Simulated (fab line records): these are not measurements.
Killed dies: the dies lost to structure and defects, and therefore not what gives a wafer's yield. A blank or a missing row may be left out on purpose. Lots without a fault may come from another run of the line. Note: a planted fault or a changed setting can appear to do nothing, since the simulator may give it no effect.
Matching of chambers ; flow n5-finfet ; N5_BEOL_M3_STRIP_19 on rie-diel-06 has 4 sister chambers
The step strips in O2. 4 wafers are shown with their chamber, then 11 later ones without.

WAFERS, EACH WITH ITS CHAMBER
wafer;chamber;showerhead-plenum-p-Torr (Torr)
L083.2;0;2.12
L085.1;2;2.23
L087.1;3;1.92
L088.1;1;2.07

WAFERS MISSING THEIR CHAMBER
wafer;showerhead-plenum-p-Torr (Torr)
L088.3;1.92
L088.6;2.12
L089.3;2.12
L089.4;1.92
L089.6;2.06
L091.2;2.23
L091.3;1.92
L091.5;2.12
L097.2;2.22
L097.3;1.92
L097.4;2.11

EACH ONE'S CHAMBER
wafer;from the rows above;in truth
L088.3;3;3
L088.6;0;0
L089.3;0;0
L089.4;3;3
L089.6;1;1
L091.2;2;2
L091.3;3;3
L091.5;0;0
L097.2;2;2
L097.3;3;3
L097.4;0;0
Correct placement for 11 of the 11. From these rows, 0 cannot be placed. Wrongly placed: 0.
How it was worked out, from the rows above alone: a wafer's distance from a chamber is the root of the sum, over the readings, of the square of ((its reading less the chamber's mean) divided by the reading's scatter). The wafer belongs to the nearest chamber; if the next one is less than 2 further off, it can't be placed. The mean given for a chamber averages the wafers shown for that chamber. The scatter (one wafer shown for each chamber): square how far every hidden wafer sits from the nearest shown wafer, average those squares and take the square root.
